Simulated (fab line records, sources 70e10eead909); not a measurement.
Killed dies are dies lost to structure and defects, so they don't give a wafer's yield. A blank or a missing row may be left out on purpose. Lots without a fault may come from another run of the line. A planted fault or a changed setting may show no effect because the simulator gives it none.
fab line records | flow nand_harc
record lots=24 wafers=72 last_day=33
route steps=1302 shown A_M1@1179 A_BONDPAD@1215
lots that met no fault: from a run of the same line without faults
start_h: hours from the record's first day to the start of the lot's first wafer shown | wait_h: hours since the lot's step before | " the same as in the row above | L1.1+2: a row that stands for several wafers | - no value, or no start given | * or withheld: withheld | < > ~ a bound
route shown NAME@n: a module of which the file shows steps, and the number in the route of the first | usual: mean/standard deviation of fault-free wafers | same: alike in all rows | chamber/n: place in a boat | sites: the reading at each site | _std_site: their standard deviation | _edge_site: outer sites' mean less inner sites' | radius_mm: how far each site lies from the wafer's centre | mask NAME#n: copy n | behind: the tool/chamber that last shaped the wafer | hold: why the lot was held/for how many hours/how that ended | device: the transistor (n, p or np) that didn't switch | end of line: the same wafers' tests at the end of the route | a step without rows: its recipe alone | killed: dies lost to structure and defects at the first sort, not the wafer's yield | map: a wafer's dies, x killed, . not, _ none there
set.NAME: the setting as run; set.NAME@STEP: as run at that earlier step | model.NAME: the simulator's own value behind a step, which no gauge read
steps of the route over a sample of lots; a table a step, a row a wafer
services: from which hour (start_h, from the record's first day; less than 0 if before it) a tool's chamber was out of use, for how many hours, and why
## steps
# step NHARC_A_M1_CD_MEAS_09
# recipe target_cd_nm=120 landing_energy_ev=500
# usual cd_nm=119.5/0.86
# columns lot.wafer tool chamber start_h wait_h cd_nm
L074.4 cd_sem-02 0 545.15 - 119.6
L074.5 " 0 " " 120.4
L074.6 " 0 " " 119.4
L075.3 cd_sem-02 0 546.59 - 119.2
L075.4 " 0 " " 118.9
L075.5 " 0 " " 119.5
L077.1 cd_sem-02 0 551.88 - 120.5
L077.4 " 0 " " 121.0
L077.5 " 0 " " 118.4
L076.3 cd_sem-03 0 560.22 - 119.3
L076.4 " 0 " " 118.9
L076.5 " 0 " " 118.1
L078.2 cd_sem-01 0 560.50 - 120.3
L078.3 " 0 " " 118.4
L078.4 " 0 " " 120.3
L079.1 cd_sem-02 0 563.04 - 119.4
L079.4 " 0 " " 118.7
L079.5 " 0 " " 118.7
L081.2 cd_sem-01 0 589.50 - 119.3
L081.3 " 0 " " 120.5
L081.6 " 0 " " 120.5
L080.1 cd_sem-03 0 592.29 - 119.7
L080.3 " 0 " " 120.2
L080.6 " 0 " " 120.6
L082.1 cd_sem-03 0 602.82 - 120.5
L082.2 " 0 " " 119.5
L082.5 " 0 " " 119.7
L083.1 cd_sem-01 0 605.16 - 119.4
L083.2 " 0 " " 120.3
L083.6 " 0 " " 120.2
L084.3 cd_sem-02 0 626.62 - 119.8
L084.4 " 0 " " 119.0
L084.5 " 0 " " 119.5
L085.1 cd_sem-02 0 633.39 - 119.1
L085.4 " 0 " " 117.8
L085.6 " 0 " " 117.9
L086.1 cd_sem-02 0 634.38 - 120.7
L086.2 " 0 " " 120.8
L086.5 " 0 " " 119.3
L089.1 cd_sem-03 0 658.39 - 120.8
L089.4 " 0 " " 119.7
L089.5 " 0 " " 119.9
L088.2 cd_sem-03 0 659.44 - 120.1
L088.4 " 0 " " 119.5
L088.6 " 0 " " 118.6
L087.3 cd_sem-01 0 664.80 - 118.9
L087.4 " 0 " " 118.6
L087.5 " 0 " " 119.1
L092.1 cd_sem-02 0 691.43 - 118.1
L092.4 " 0 " " 119.1
L092.6 " 0 " " 118.1
L090.1 cd_sem-02 0 694.24 - 119.6
L090.4 " 0 " " 118.7
L090.5 " 0 " " 119.2
L091.2 cd_sem-03 0 695.28 - 120.5
L091.4 " 0 " " 119.5
L091.6 " 0 " " 120.0
L093.1 cd_sem-02 0 716.47 - 120.0
L093.2 " 0 " " 119.2
L093.4 " 0 " " 119.8
L094.1 cd_sem-01 0 724.26 - 119.2
L094.2 " 0 " " 119.2
L094.5 " 0 " " 120.7
L096.2 cd_sem-01 0 743.62 - 119.4
L096.3 " 0 " " 119.4
L096.5 " 0 " " 117.8
L095.2 cd_sem-02 0 747.53 - 119.3
L095.3 " 0 " " 119.8
L095.4 " 0 " " 119.9
L097.1 cd_sem-02 0 759.49 - 120.0
L097.2 " 0 " " 118.1
L097.3 " 0 " " 119.7
# step NHARC_A_M1_INSPECT_27
# usual raw_defect_count=542/130
# columns lot.wafer tool chamber start_h wait_h raw_defect_count
L074.4 defect_inspect-02 - 547.89 0.0 415
L074.5 " - " " 545
L074.6 " - " " 584
L075.3 defect_inspect-01 - 549.36 0.0 477
L075.4 " - " " 406
L075.5 " - " " 529
L077.1 defect_inspect-02 - 554.63 0.0 376
L077.4 " - " " 341
L077.5 " - " " 446
L076.3 defect_inspect-01 - 562.99 0.0 519
L076.4 " - " " 536
L076.5 " - " " 531
L078.2 defect_inspect-02 - 563.40 0.0 532
L078.3 " - " " 593
L078.4 " - " " 451
L079.1 defect_inspect-01 - 565.81 0.0 771
L079.4 " - " " 599
L079.5 " - " " 597
L081.2 defect_inspect-02 - 592.25 0.0 434
L081.3 " - " " 537
L081.6 " - " " 413
L080.1 defect_inspect-02 - 595.36 0.0 561
L080.3 " - " " 530
L080.6 " - " " 958
L082.1 defect_inspect-01 - 605.59 0.0 500
L082.2 " - " " 661
L082.5 " - " " 532
L083.1 defect_inspect-01 - 607.93 0.0 484
L083.2 " - " " 527
L083.6 " - " " 520
L084.3 defect_inspect-01 - 629.84 0.0 514
L084.4 " - " " 612
L084.5 " - " " 510
L085.1 defect_inspect-02 - 636.18 0.0 713
L085.4 " - " " 531
L085.6 " - " " 817
L086.1 defect_inspect-01 - 637.15 0.0 385
L086.2 " - " " 508
L086.5 " - " " 398
L089.1 defect_inspect-01 - 661.19 0.0 546
L089.4 " - " " 538
L089.5 " - " " 552
L088.2 defect_inspect-01 - 662.22 0.0 666
L088.4 " - " " 558
L088.6 " - " " 569
L087.3 defect_inspect-02 - 667.56 0.0 450
L087.4 " - " " 556
L087.5 " - " " 583
L092.1 defect_inspect-02 - 694.20 0.0 929
L092.4 " - " " 504
L092.6 " - " " 877
L090.1 defect_inspect-01 - 696.99 0.0 572
L090.4 " - " " 713
L090.5 " - " " 835
L091.2 defect_inspect-02 - 698.05 0.0 534
L091.4 " - " " 384
L091.6 " - " " 454
L093.1 defect_inspect-02 - 719.28 0.0 617
L093.2 " - " " 472
L093.4 " - " " 516
L094.1 defect_inspect-01 - 727.09 0.0 492
L094.2 " - " " 671
L094.5 " - " " 517
L096.2 defect_inspect-02 - 746.64 0.0 354
L096.3 " - " " 588
L096.5 " - " " 436
L095.2 defect_inspect-01 - 750.30 0.0 276
L095.3 " - " " 247
L095.4 " - " " 280
L097.1 defect_inspect-02 - 762.28 0.1 463
L097.2 " - " " 514
L097.3 " - " " 522
# step NHARC_A_BONDPAD_CD_MEAS_09
# recipe target_cd_nm=500 landing_energy_ev=500
# usual cd_nm=501.0/2.3
# columns lot.wafer tool chamber start_h wait_h cd_nm
L074.4 cd_sem-02 0 549.82 - 497.5
L074.5 " 0 " " 501.4
L074.6 " 0 " " 503.5
L075.3 cd_sem-01 0 551.16 - 500.0
L075.4 " 0 " " 499.8
L075.5 " 0 " " 498.8
L077.1 cd_sem-02 0 556.57 - 502.6
L077.4 " 0 " " 503.6
L077.5 " 0 " " 500.3
L076.3 cd_sem-03 0 564.79 - 500.8
L076.4 " 0 " " 499.3
L076.5 " 0 " " 500.7
L078.2 cd_sem-02 0 565.33 - 504.2
L078.3 " 0 " " 499.4
L078.4 " 0 " " 505.2
L079.1 cd_sem-03 0 567.73 - 494.0
L079.4 " 0 " " 498.9
L079.5 " 0 " " 504.1
L081.2 cd_sem-01 0 594.17 - 499.3
L081.3 " 0 " " 501.8
L081.6 " 0 " " 498.0
L080.1 cd_sem-02 0 597.18 - 498.5
L080.3 " 0 " " 502.4
L080.6 " 0 " " 502.6
L082.1 cd_sem-02 0 607.68 - 499.7
L082.2 " 0 " " 499.2
L082.5 " 0 " " 498.1
L083.1 cd_sem-03 0 610.03 - 499.0
L083.2 " 0 " " 503.1
L083.6 " 0 " " 503.7
L084.3 cd_sem-02 0 631.77 - 501.3
L084.4 " 0 " " 500.1
L084.5 " 0 " " 500.9
L085.1 cd_sem-03 0 638.10 - 499.7
L085.4 " 0 " " 500.0
L085.6 " 0 " " 504.2
L086.1 cd_sem-03 0 639.07 - 501.0
L086.2 " 0 " " 503.6
L086.5 " 0 " " 497.8
L089.1 cd_sem-01 0 662.99 - 505.2
L089.4 " 0 " " 499.7
L089.5 " 0 " " 495.3
L088.2 cd_sem-03 0 664.19 - 498.5
L088.4 " 0 " " 498.8
L088.6 " 0 " " 504.0
L087.3 cd_sem-03 0 669.50 - 501.3
L087.4 " 0 " " 499.1
L087.5 " 0 " " 500.7
L092.1 cd_sem-01 0 696.01 - 501.1
L092.4 " 0 " " 500.5
L092.6 " 0 " " 500.4
L090.1 cd_sem-02 0 698.78 - 499.4
L090.4 " 0 " " 502.8
L090.5 " 0 " " 503.1
L091.2 cd_sem-01 0 699.98 - 497.1
L091.4 " 0 " " 501.7
L091.6 " 0 " " 498.5
L093.1 cd_sem-02 0 721.20 - 500.8
L093.2 " 0 " " 500.9
L093.4 " 0 " " 501.6
L094.1 cd_sem-01 0 728.91 - 496.8
L094.2 " 0 " " 500.2
L094.5 " 0 " " 503.6
L096.2 cd_sem-02 0 748.56 - 500.9
L096.3 " 0 " " 502.3
L096.5 " 0 " " 501.8
L095.2 cd_sem-02 0 752.24 - 502.2
L095.3 " 0 " " 505.7
L095.4 " 0 " " 501.0
L097.1 cd_sem-03 0 764.08 - 501.9
L097.2 " 0 " " 503.3
L097.3 " 0 " " 501.8
# step NHARC_A_BONDPAD_DESCUM_11
# recipe time_s=3 o2_flow_sccm=200 ar_flow_sccm=0 bias_power_w=0 chemistry=O2
# usual drypump_motor_current_A=5.5/0.44 mfc_ar_sccm=0.020/0.015 oes_product_au=1.005/0.011 rf_vpp_V=57.9/0.87 showerhead_plenum_p_Torr=1.96/0.079 throttle_valve_pct=11.312/0.0086
# columns lot.wafer tool chamber start_h wait_h drypump_motor_current_A mfc_ar_sccm oes_product_au rf_hours_counter_h rf_vpp_V showerhead_plenum_p_Torr throttle_valve_pct
L074.4 rie_diel-01 1 550.05 - 5.7 0.034 1.000 5 57.0 2.02 11.313
L074.5 " 2 " " 5.4 0.000 1.013 - 57.0 1.95 11.293
L074.6 " 3 " " 5.9 0.035 0.997 - 59.6 2.05 11.316
L075.4 rie_diel-01 2 551.37 - 5.4 0.000 0.994 5 58.6 1.95 11.295
L075.3 " 0 " " 4.9 0.029 1.021 6 57.2 1.92 11.330
L075.5 " 3 " " 5.9 0.035 1.005 - 57.5 2.05 11.310
L077.1 rie_diel-01 0 556.79 - 4.9 0.029 1.011 6 56.8 1.92 11.317
L077.4 " 1 " " 5.7 0.034 1.001 6 57.5 2.02 11.311
L077.5 " 0 " " 4.9 0.029 1.025 - 59.3 1.92 11.304
L076.3 rie_diel-07 2 564.99 - 5.3 0.015 1.024 14 55.9 1.91 11.330
L076.4 " 3 " " 5.1 0 1.015 15 58.9 1.89 11.317
L076.5 " 2 " " 5.3 0.015 1.022 - 57.2 1.91 11.304
L078.2 rie_diel-07 0 565.58 - 4.8 0.017 0.990 14 59.6 1.99 11.317
L078.3 " 1 " " 5.8 0 1.017 13 56.5 1.76 11.304
L078.4 " 2 " " 5.3 0.015 1.023 14 57.3 1.91 11.304
L079.1 rie_diel-01 3 567.95 - 5.9 0.035 0.996 0 58.6 2.05 11.314
L079.4 " 0 " " 4.9 0.029 1.018 0 58.4 1.92 11.311
L079.5 " 0 " " 4.9 0.029 1.006 - 57.6 1.92 11.331
L081.3 rie_diel-01 1 594.38 - 5.7 0.034 1.011 1 58.7 2.01 11.320
L081.2 " 0 " " 4.9 0.029 1.014 1 58.1 1.91 11.309
L081.6 " 1 " " 5.7 0.034 1.008 - 58.2 2.01 11.312
L080.3 rie_diel-01 1 597.39 - 5.7 0.034 1.008 1 58.3 2.01 11.321
L080.1 " 3 " " 5.9 0.035 0.997 1 58.3 2.05 11.307
L080.6 " 0 " " 4.9 0.029 1.014 - 56.7 1.91 11.317
L082.2 rie_diel-01 2 607.89 - 5.4 0.000 0.999 1 58.7 1.95 11.318
L082.1 " 1 " " 5.7 0.034 1.001 2 58.0 2.01 11.305
L082.5 " 2 " " 5.4 0.000 0.997 - 58.4 1.95 11.306
L083.2 rie_diel-13 3 610.25 - 6.6 0 1.008 30 59.7 1.89 11.310
L083.1 " 0 " " 5.8 0 0.992 29 57.2 1.80 11.296
L083.6 " 2 " " 5.1 0 1.016 - 57.2 1.78 11.319
L084.3 rie_diel-07 0 631.97 - 4.8 0.017 1.008 24 58.7 1.99 11.322
L084.4 " 3 " " 5.1 0 0.985 25 56.8 1.89 11.314
L084.5 " 0 " " 4.8 0.017 1.011 - 56.6 1.99 11.324
L085.4 rie_diel-01 2 638.32 - 5.3 0.000 1.010 2 57.8 1.95 11.324
L085.1 " 3 " " 5.9 0.035 0.984 3 58.5 2.05 11.306
L085.6 " 1 " " 5.7 0.034 1.009 - 59.3 2.01 11.305
L086.2 rie_diel-01 1 639.29 - 5.7 0.034 1.008 3 57.4 2.01 11.315
L086.1 " 3 " " 5.9 0.035 0.997 3 57.6 2.05 11.316
L086.5 " 1 " " 5.7 0.034 1.004 - 56.8 2.01 11.305
L089.1 rie_diel-01 3 663.21 - 5.9 0.035 0.995 4 56.8 2.05 11.313
L089.4 " 2 " " 5.3 0.000 1.012 3 57.9 1.94 11.309
L089.5 " 3 " " 5.9 0.035 0.983 - 58.4 2.05 11.301
L088.2 rie_diel-07 0 664.40 - 4.8 0.017 0.997 0 58.1 1.99 11.306
L088.4 " 1 " " 5.8 0 1.009 2 58.4 2.08 11.303
L088.6 " 1 " " 5.7 0 1.008 - 58.7 2.08 11.324
L087.3 rie_diel-01 3 669.73 - 5.9 0.035 0.979 4 57.7 2.05 11.303
L087.4 " 0 " " 4.9 0.029 0.989 - 55.6 1.91 11.304
L087.5 " 3 " " 5.9 0.035 0.976 - 58.4 2.05 11.313
L092.4 rie_diel-13 2 696.23 - 5.0 0 1.006 51 56.9 1.78 11.309
L092.1 " 3 " " 6.6 0 1.004 55 58.1 1.88 11.304
L092.6 " 2 " " 5.0 0 1.028 - 57.9 1.78 11.300
L090.4 rie_diel-01 3 699.00 - 5.9 0.035 0.990 5 59.3 2.05 11.306
L090.1 " 2 " " 5.3 0.000 1.007 4 56.9 1.94 11.300
L090.5 " 3 " " 5.9 0.035 0.996 - 59.4 2.05 11.305
L091.2 rie_diel-07 3 700.20 - 5.1 0 1.012 8 58.8 1.88 11.320
L091.4 " 1 " " 5.8 0 1.007 6 59.7 2.07 11.308
L091.6 " 2 " " 5.3 0.015 1.014 - 57.4 1.90 11.309
L093.4 rie_diel-01 2 721.41 - 5.4 0.000 0.989 5 57.9 1.94 11.335
L093.1 " 0 " " 4.9 0.029 1.002 5 57.5 1.91 11.303
L093.2 " 1 " " 5.8 0.034 0.998 5 57.7 2.01 11.312
L094.2 rie_diel-01 2 729.13 - 5.4 0.000 1.019 5 58.4 1.94 11.300
L094.1 " 3 " " 5.9 0.035 0.995 5 58.6 2.05 11.312
L094.5 " 3 " " 5.9 0.035 0.995 - 58.4 2.05 11.307
L096.3 rie_diel-01 0 748.78 - 4.9 0.029 1.000 0 57.9 1.91 11.324
L096.2 " 2 " " 5.3 0.000 1.021 0 58.2 1.94 11.305
L096.5 " 3 " " 5.9 0.035 0.995 - 57.8 2.05 11.317
L095.3 rie_diel-01 2 752.46 - 5.4 0.000 1.022 0 57.1 1.94 11.323
L095.4 " 3 " " 5.9 0.035 0.992 0 58.7 2.05 11.305
L095.2 " 0 " " 4.9 0.029 0.997 0 56.5 1.91 11.306
L097.2 rie_diel-01 1 764.30 - 5.7 0.034 0.997 0 56.2 2.01 11.297
L097.3 " 2 " " 5.4 0.000 1.005 0 57.8 1.94 11.323
L097.1 " 3 " " 5.9 0.035 1.002 0 58.6 2.05 11.322
# step NHARC_A_BONDPAD_CD_MEAS_13
# usual cd_nm=500.7/2.5
# columns lot.wafer tool chamber start_h wait_h cd_nm
L074.4 cd_sem-02 - 550.35 - 496.7
L074.5 " - " " 500.5
L074.6 " - " " 500.0
L075.3 cd_sem-02 - 551.69 - 501.2
L075.4 " - " " 498.7
L075.5 " - " " 497.8
L077.1 cd_sem-01 - 557.11 - 503.2
L077.4 " - " " 503.5
L077.5 " - " " 500.2
L076.3 cd_sem-03 - 565.31 - 500.3
L076.4 " - " " 499.7
L076.5 " - " " 500.1
L078.2 cd_sem-03 - 565.89 - 503.5
L078.3 " - " " 501.3
L078.4 " - " " 504.1
L079.1 cd_sem-01 - 568.26 - 494.1
L079.4 " - " " 499.4
L079.5 " - " " 505.2
L081.2 cd_sem-02 - 594.78 - 498.6
L081.3 " - " " 502.6
L081.6 " - " " 497.3
L080.1 cd_sem-02 - 597.76 - 499.4
L080.3 " - " " 501.2
L080.6 " - " " 500.8
L082.1 cd_sem-02 - 608.21 - 499.5
L082.2 " - " " 501.0
L082.5 " - " " 498.7
L083.1 cd_sem-03 - 610.55 - 499.1
L083.2 " - " " 502.6
L083.6 " - " " 503.3
L084.3 cd_sem-02 - 632.31 - 501.2
L084.4 " - " " 499.7
L084.5 " - " " 501.7
L085.1 cd_sem-03 - 638.63 - 498.5
L085.4 " - " " 500.1
L085.6 " - " " 504.1
L086.1 cd_sem-02 - 639.60 - 499.4
L086.2 " - " " 503.3
L086.5 " - " " 496.3
L089.1 cd_sem-02 - 663.52 - 505.3
L089.4 " - " " 500.1
L089.5 " - " " 497.3
L088.2 cd_sem-03 - 664.72 - 497.9
L088.4 " - " " 499.7
L088.6 " - " " 504.3
L087.3 cd_sem-02 - 670.07 - 500.8
L087.4 " - " " 497.2
L087.5 " - " " 500.4
L092.1 cd_sem-02 - 696.54 - 499.7
L092.4 " - " " 501.0
L092.6 " - " " 500.2
L090.1 cd_sem-03 - 699.33 - 499.8
L090.4 " - " " 504.9
L090.5 " - " " 502.2
L091.2 cd_sem-03 - 700.51 - 496.7
L091.4 " - " " 502.2
L091.6 " - " " 495.8
L093.1 cd_sem-03 - 721.73 - 500.3
L093.2 " - " " 500.8
L093.4 " - " " 502.8
L094.1 cd_sem-01 - 729.44 - 497.2
L094.2 " - " " 501.1
L094.5 " - " " 504.1
L096.2 cd_sem-02 - 749.09 - 501.3
L096.3 " - " " 501.6
L096.5 " - " " 501.6
L095.2 cd_sem-02 - 752.78 - 503.8
L095.3 " - " " 506.0
L095.4 " - " " 501.1
L097.1 cd_sem-01 - 764.61 - 500.2
L097.2 " - " " 503.0
L097.3 " - " " 502.0
# step NHARC_A_BONDPAD_INSPECT_23
# usual raw_defect_count=555/130
# columns lot.wafer tool chamber start_h wait_h raw_defect_count
L074.4 defect_inspect-01 - 552.59 0.0 442
L074.5 " - " " 532
L074.6 " - " " 498
L075.3 defect_inspect-01 - 553.95 0.0 721
L075.4 " - " " 636
L075.5 " - " " 609
L077.1 defect_inspect-02 - 559.35 0.0 577
L077.4 " - " " 426
L077.5 " - " " 493
L076.3 defect_inspect-02 - 567.56 0.0 397
L076.4 " - " " 433
L076.5 " - " " 386
L078.2 defect_inspect-02 - 568.12 0.0 464
L078.3 " - " " 475
L078.4 " - " " 492
L079.1 defect_inspect-02 - 570.50 0.0 541
L079.4 " - " " 580
L079.5 " - " " 611
L081.2 defect_inspect-02 - 597.39 0.0 874
L081.3 " - " " 688
L081.6 " - " " 653
L080.1 defect_inspect-01 - 600.30 0.0 439
L080.3 " - " " 723
L080.6 " - " " 462
L082.1 defect_inspect-01 - 610.46 0.0 409
L082.2 " - " " 554
L082.5 " - " " 324
L083.1 defect_inspect-01 - 612.81 0.0 965
L083.2 " - " " 581
L083.6 " - " " 574
L084.3 defect_inspect-02 - 634.56 0.0 446
L084.4 " - " " 433
L084.5 " - " " 548
L085.1 defect_inspect-01 - 640.87 0.0 553
L085.4 " - " " 485
L085.6 " - " " 455
L086.1 defect_inspect-01 - 642.01 0.0 522
L086.2 " - " " 587
L086.5 " - " " 478
L089.1 defect_inspect-01 - 665.84 0.0 727
L089.4 " - " " 505
L089.5 " - " " 819
L088.2 defect_inspect-02 - 666.97 0.0 831
L088.4 " - " " 538
L088.6 " - " " 477
L087.3 defect_inspect-01 - 672.31 0.0 500
L087.4 " - " " 683
L087.5 " - " " 566
L092.1 defect_inspect-01 - 698.77 0.0 588
L092.4 " - " " 446
L092.6 " - " " 695
L090.1 defect_inspect-02 - 701.60 0.0 650
L090.4 " - " " 518
L090.5 " - " " 559
L091.2 defect_inspect-01 - 702.76 0.0 593
L091.4 " - " " 548
L091.6 " - " " 634
L093.1 defect_inspect-01 - 724.01 0.0 461
L093.2 " - " " 574
L093.4 " - " " 667
L094.1 defect_inspect-02 - 731.75 0.0 765
L094.2 " - " " 550
L094.5 " - " " 692
L096.2 defect_inspect-01 - 751.32 0.0 478
L096.3 " - " " 431
L096.5 " - " " 473
L095.2 defect_inspect-01 - 755.05 0.0 469
L095.3 " - " " 438
L095.4 " - " " 343
L097.1 defect_inspect-01 - 766.94 0.0 709
L097.2 " - " " 942
L097.3 " - " " 673
## services
# columns tool chamber start_h hours kind
rie_diel-01 0 536.80 - clean
rie_diel-01 1 536.80 - clean
rie_diel-01 2 536.80 - clean
rie_diel-01 3 536.80 - clean
rie_diel-01 - 557.80 9.0 pm
rie_diel-01 0 557.80 9.0 vent_cycle
rie_diel-01 1 557.80 9.0 vent_cycle
rie_diel-01 2 557.80 9.0 vent_cycle
rie_diel-01 3 557.80 9.0 vent_cycle
rie_diel-01 0 566.80 - clean
rie_diel-01 1 566.80 - clean
rie_diel-01 2 566.80 - clean
rie_diel-01 3 566.80 - clean
rie_diel-01 0 591.30 - clean
rie_diel-01 2 592.30 10.1 repair
rie_diel-01 3 612.76 7.9 repair
rie_diel-07 2 620.37 1.4 repair
rie_diel-07 - 648.30 9.0 pm
rie_diel-01 2 668.06 8.4 repair
rie_diel-13 - 701.05 9.0 pm
rie_diel-01 3 714.46 2.5 repair
rie_diel-01 - 734.81 9.0 pm
rie_diel-13 - 738.66 0.3 repair
rie_diel-01 0 757.83 2.9 repair
## key
fault none
